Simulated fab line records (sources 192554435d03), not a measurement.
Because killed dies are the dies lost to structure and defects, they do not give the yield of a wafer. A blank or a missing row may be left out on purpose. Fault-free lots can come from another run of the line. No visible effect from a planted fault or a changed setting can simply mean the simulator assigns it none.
Check for tools in common / flow n5-finfet / 10 lots, 30 wafers sampled

## WHY IT WAS OPENED
At N5_FIN_CUT_INSPECT_17 the reading raw-defect-count is flagged on 2 of 10 lots. Wafers without a fault read 213, standard deviation 51.
Rule: a lot gets a flag if all its wafers with a number sit over 4 standard deviations from that mean, or if no wafer of it has a number. As for the other lots, they are considered sound.

lot=L100; measured=day 2 07:57; on=defect-inspect-01; raw-defect-count, wafer by wafer=176 132 161; flag=
lot=L102; measured=day 2 15:59; on=defect-inspect-02; raw-defect-count, wafer by wafer=211 209 226; flag=
lot=L105; measured=day 3 09:49; on=defect-inspect-01; raw-defect-count, wafer by wafer=241 220 285; flag=
lot=L106; measured=day 3 17:17; on=defect-inspect-02; raw-defect-count, wafer by wafer=127 215 201; flag=
lot=L107; measured=day 3 22:08; on=defect-inspect-01; raw-defect-count, wafer by wafer=1780 1649 1630; flag=FLAGGED
lot=L109; measured=day 4 11:37; on=defect-inspect-02; raw-defect-count, wafer by wafer=1632 1633 1754; flag=FLAGGED
lot=L119; measured=day 7 04:14; on=defect-inspect-02; raw-defect-count, wafer by wafer=143 221 183; flag=
lot=L120; measured=day 7 04:41; on=defect-inspect-02; raw-defect-count, wafer by wafer=216 182 264; flag=
lot=L121; measured=day 7 12:20; on=defect-inspect-02; raw-defect-count, wafer by wafer=235 214 223; flag=
lot=L122; measured=day 7 16:54; on=defect-inspect-01; raw-defect-count, wafer by wafer=269 257 185; flag=
On average the flagged lots' numbers are 1680, which is +1467 against the usual, or +29 standard deviations.

## EACH LOT AND THE TOOL IT RAN ON
The record keeps 1 process step preceding the reading, out of 1938 steps on the route. Each cell gives the tool, then ch followed by the chambers the sampled wafers passed through, then the start.
lot=L100; flag=; N5_FIN_CUT_CUT_ETCH_15=rie-si-02 ch 0,2,3, day 2 07:35
lot=L102; flag=; N5_FIN_CUT_CUT_ETCH_15=rie-si-05 ch 0,1,3, day 2 15:42
lot=L105; flag=; N5_FIN_CUT_CUT_ETCH_15=rie-si-06 ch 0,1, day 3 09:32
lot=L106; flag=; N5_FIN_CUT_CUT_ETCH_15=rie-si-02 ch 0,1, day 3 17:01
lot=L107; flag=FLAGGED; N5_FIN_CUT_CUT_ETCH_15=rie-si-02 ch 1,2, day 3 21:51
lot=L109; flag=FLAGGED; N5_FIN_CUT_CUT_ETCH_15=rie-si-02 ch 0,1,3, day 4 11:20
lot=L119; flag=; N5_FIN_CUT_CUT_ETCH_15=rie-si-02 ch 0,2,3, day 7 03:58
lot=L120; flag=; N5_FIN_CUT_CUT_ETCH_15=rie-si-02 ch 0,1,2, day 7 04:24
lot=L121; flag=; N5_FIN_CUT_CUT_ETCH_15=rie-si-02 ch 0,1,3, day 7 11:58
lot=L122; flag=; N5_FIN_CUT_CUT_ETCH_15=rie-si-06 ch 1,2,3, day 7 16:37
What these steps do:
- N5_FIN_CUT_CUT_ETCH_15: etches Si in HBr/Cl2/O2, target depth 100 nm, bt time 10 s, time 42.4 s.
- N5_FIN_CUT_INSPECT_17: inspects for defects (brightfield).

## FLAGGED OVER TOTAL, TOOL BY TOOL (the gauges that took the reading come last)
step=N5_FIN_CUT_CUT_ETCH_15; tool=rie-si-02; lots run=7; flagged=2; share of the flagged lots=all; sound lots run after its first flagged lot=3 (L119,L120,L121)
step=N5_FIN_CUT_CUT_ETCH_15; tool=rie-si-05; lots run=1; flagged=0; share of the flagged lots=none; sound lots run after its first flagged lot=-
step=N5_FIN_CUT_CUT_ETCH_15; tool=rie-si-06; lots run=2; flagged=0; share of the flagged lots=none; sound lots run after its first flagged lot=-
step=N5_FIN_CUT_INSPECT_17; tool=defect-inspect-01; lots run=4; flagged=1; share of the flagged lots=some; sound lots run after its first flagged lot=1 (L122)
step=N5_FIN_CUT_INSPECT_17; tool=defect-inspect-02; lots run=6; flagged=1; share of the flagged lots=some; sound lots run after its first flagged lot=3 (L119,L120,L121)

## THE TABLE: WHAT IT ALLOWS
Rows of the table that ran each flagged lot: 1, that is rie-si-02 at N5_FIN_CUT_CUT_ETCH_15.
- rie-si-02 at N5_FIN_CUT_CUT_ETCH_15 ran 7 lots, 2 of them flagged. Sound lots followed the first flagged one (L119, L120, L121) on it, something a lasting fault affecting the whole tool could not allow.
Not one row of the table ran every flagged lot while running no sound lot after the first.

## WHAT THE SIMULATOR HAD INSERTED
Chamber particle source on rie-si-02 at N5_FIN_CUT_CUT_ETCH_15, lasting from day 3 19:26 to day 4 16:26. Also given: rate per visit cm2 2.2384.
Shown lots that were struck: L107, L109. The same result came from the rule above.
